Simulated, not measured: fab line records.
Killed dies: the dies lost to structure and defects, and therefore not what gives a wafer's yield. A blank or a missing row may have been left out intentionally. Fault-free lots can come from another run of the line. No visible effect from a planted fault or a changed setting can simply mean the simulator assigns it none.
Split-lot study | flow n5 finfet | 7 lots, 21 wafers read, on a route of 1938 steps

## THE SPLIT ITSELF
At N5_BEOL_M3_COAT_05 (resist thk 30 nm), the setting spin rpm was moved away from the recipe's 1500 rpm on 6 of the 21 wafers read, by -10.3% to +8.4%. The other wafers ran this setting at the recipe's value.

The reading comes from the split's own step.

## THE READING
CAR-EUV_of_BEOL_M3_COAT_05.thk nm (the simulator's own value, which no gauge read), in nm, at N5_BEOL_M3_COAT_05 (resist thk 30 nm). No usual value for it is given in the file. The 15 wafers here that ran the recipe average 30.0 nm, standard deviation 0.05 nm.

wafer  | tool, chamber at the split | spin rpm as run, rpm | against the recipe | CAR-EUV_of_BEOL_M3_COAT_05.thk nm, nm | against lot-mates on the recipe
L075.1 | litho track-01, 0          | 1500                 | recipe             | 30                                    | -
L075.2 | litho track-01, 0          | 1500                 | recipe             | 30                                    | -
L075.3 | litho track-01, 0          | 1500                 | recipe             | 30                                    | -
L076.1 | litho track-04, 0          | 1500                 | recipe             | 30                                    | -
L076.6 | litho track-04, 0          | 1500                 | recipe             | 30                                    | -
L076.2 | litho track-04, 0          | 1345                 | -10.3%             | 31.8                                  | +1.8
L077.4 | litho track-02, 0          | 1500                 | recipe             | 30                                    | -
L077.5 | litho track-02, 0          | 1500                 | recipe             | 30                                    | -
L077.6 | litho track-02, 0          | 1500                 | recipe             | 30                                    | -
L080.1 | litho track-02, 0          | 1500                 | recipe             | 30.2                                  | -
L080.5 | litho track-02, 0          | 1500                 | recipe             | 30                                    | -
L080.6 | litho track-02, 0          | 1500                 | recipe             | 30                                    | -
L085.1 | litho track-04, 0          | 1500                 | recipe             | 30                                    | -
L085.5 | litho track-04, 0          | 1500                 | recipe             | 30                                    | -
L085.2 | litho track-04, 0          | 1570                 | +4.7%              | 29.4                                  | -0.6
L095.1 | litho track-02, 0          | 1500                 | recipe             | 30                                    | -
L095.3 | litho track-02, 0          | 1626                 | +8.4%              | 28.8                                  | -1.2
L095.6 | litho track-02, 0          | 1626                 | +8.4%              | 28.8                                  | -1.2
L096.1 | litho track-01, 0          | 1500                 | recipe             | 30                                    | -
L096.4 | litho track-01, 0          | 1371                 | -8.6%              | 31.4                                  | +1.4
L096.6 | litho track-01, 0          | 1371                 | -8.6%              | 31.4                                  | +1.4

THE FIT
A straight line over all 21 wafers: CAR-EUV_of_BEOL_M3_COAT_05.thk nm changes by -0.157 nm for each +1% of spin rpm; r = -1.00; the points scatter about the line by 0.068 nm.
The same after taking each lot's own level away (the mean of its wafers on the recipe; 21 wafers): -0.157 nm for each +1%; r = -1.00; scatter 0.068 nm.
On that fit, the largest move of spin rpm shifts the reading by 1.6 nm.
Measured against the standard deviation above, the lots' own levels, which go from 30.00 to 30.07 nm, span 1.3 times it.
The two slopes are in agreement: the lot-to-lot level therefore moves the slope only a little.
Check: +1.59 nm against its lot-mates is what the line predicts for one of the wafers moved furthest among these (-10.3%) when that wafer is left out of the fit. It came out at +1.8 nm against them.

## ADDITIONAL SPLITS CARRIED BY THESE WAFERS
Other splits were also applied to these wafers ahead of the reading. Each is held against what the fit with the lots' levels taken away leaves over:
other split on the same wafers | wafers away from the commonest value | r with CAR-EUV_of_BEOL_M3_COAT_05.thk nm (lot level and that fit taken away)
N5_BEOL_M1_COAT_05 spin rpm    | 7                                    | -0.02

## THE FILE'S OWN FIT
CAR-EUV_of_BEOL_M3_COAT_05.thk nm changes by -0.159 nm for each +1% of spin rpm, r = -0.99.
